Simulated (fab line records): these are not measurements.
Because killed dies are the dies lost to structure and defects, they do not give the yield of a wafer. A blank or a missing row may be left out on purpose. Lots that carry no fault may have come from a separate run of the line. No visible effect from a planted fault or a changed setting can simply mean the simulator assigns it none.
Split-lot study    flow n5-finfet    7 lots, 21 wafers read, on a route of 1938 steps

ON THE SPLIT
At N5_HKMG_FIN_ETCH_32 (etches SOC in N2/H2, target depth 240 nm, time 300 s), the setting bias-w was moved away from the recipe's 150 W on 9 of the 21 wafers read, by +5.6% to +15.8%. All remaining wafers had this setting at the recipe value.

Reading taken at the split's own step.

THE READING
rf-vpp-V, in V, at N5_HKMG_FIN_ETCH_32 (etches SOC in N2/H2, target depth 240 nm, time 300 s). Fault-free wafers of this fab line usually give 525.0 V, standard deviation 2.1 V.

wafer   tool, chamber at the split  bias-w as run, W  against the recipe  rf-vpp-V, V  against lot-mates on the recipe
L075.3  rie-diel-04, 0              150               recipe              525.5        -
L075.4  rie-diel-04, 1              173.1             +15.4%              574.5        +49.0
L075.6  rie-diel-04, 2              173.1             +15.4%              574.5        +49.0
L076.3  rie-diel-03, 2              173.7             +15.8%              578.4        +58.7
L076.5  rie-diel-03, 1              150               recipe              519.7        -
L076.6  rie-diel-03, 0              173.7             +15.8%              577.4        +57.7
L080.1  rie-diel-05, 1              150               recipe              526.7        -
L080.2  rie-diel-05, 3              162.6             +8.4%               549.0        +22.3
L080.3  rie-diel-05, 0              162.6             +8.4%               555.1        +28.4
L081.1  rie-diel-04, 1              150               recipe              525.8        -
L081.2  rie-diel-04, 3              150               recipe              523.1        -
L081.4  rie-diel-04, 1              150               recipe              525.1        -
L083.2  rie-diel-05, 3              158.4             +5.6%               541.0        +17.3
L083.5  rie-diel-05, 2              150               recipe              525.1        -
L083.6  rie-diel-05, 3              150               recipe              522.2        -
L085.4  rie-diel-04, 0              150               recipe              526.6        -
L085.5  rie-diel-04, 1              150               recipe              526.1        -
L085.6  rie-diel-04, 0              169.4             +12.9%              567.6        +41.2
L092.2  rie-diel-05, 2              150               recipe              525.4        -
L092.5  rie-diel-05, 3              165.9             +10.6%              556.1        +31.1
L092.6  rie-diel-05, 2              150               recipe              524.7        -

FIT RESULTS
A straight line over all 21 wafers: rf-vpp-V changes by +3.28 V for each +1% of bias-w; r = +1.00; the points scatter about the line by 2.1 V.
The same after taking each lot's own level away (the mean of its wafers on the recipe; 21 wafers): +3.35 V for each +1%; r = +0.99; scatter 2.7 V.
That fit puts the effect of the largest move of bias-w on the reading at 53 V.
The lots' own levels span 519.70 to 526.70 V, that is 3.3 times the standard deviation above.
The two slopes are in agreement: the lot-to-lot level therefore moves the slope only a little.
Check: with one of the wafers moved furthest among these (+15.8%) left out of the fit, the line predicts +51.2 V for it against its lot-mates. Against them it came out at +58.7 V.
Tool readings at the split's step, against how far the setting was moved: rf-vpp-V r = +1.00.

THESE WAFERS: OTHER SPLITS
Before the reading, these wafers also passed through other splits. Each is held against what the fit with the lots' levels taken away leaves over:
other split on the same wafers        wafers away from the commonest value  r with rf-vpp-V (lot level and that fit taken away)
N5_SD_EPI_N_EPI_21 epi-growth-time-s  9                                     -0.21
N5_SD_EPI_P_COAT_34 spin-rpm          7                                     +0.43
N5_SDB_ALD_29 ald-cycles              8                                     +0.10

THE WHOLE CHAIN: every reading that the file lists as answering this split, in the file's order
step                 what it does                                          reading                                                                            change (the file's fit)                r (the file's)
N5_HKMG_FIN_ETCH_32  etches SOC in N2/H2, target depth 240 nm, time 300 s  rf-vpp-V                                                                           +3.28 V for each +1% of the setting    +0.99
N5_HKMG_FIN_ETCH_32  etches SOC in N2/H2, target depth 240 nm, time 300 s  HKMG_FIN.feature-depth-nm (the simulator's own value, which no gauge read)         +1.31 nm for each +1% of the setting   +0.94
N5_HKMG_FIN_ETCH_32  etches SOC in N2/H2, target depth 240 nm, time 300 s  etch.depth-nm (the simulator's own value, which no gauge read)                     +1.31 nm for each +1% of the setting   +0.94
N5_HKMG_FIN_ETCH_32  etches SOC in N2/H2, target depth 240 nm, time 300 s  SiARC_of_HKMG_FIN_COAT_30.thk-nm (the simulator's own value, which no gauge read)  -0.173 nm for each +1% of the setting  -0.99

FILE'S OWN FIT
rf-vpp-V changes by +3.28 V for each +1% of bias-w, r = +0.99.
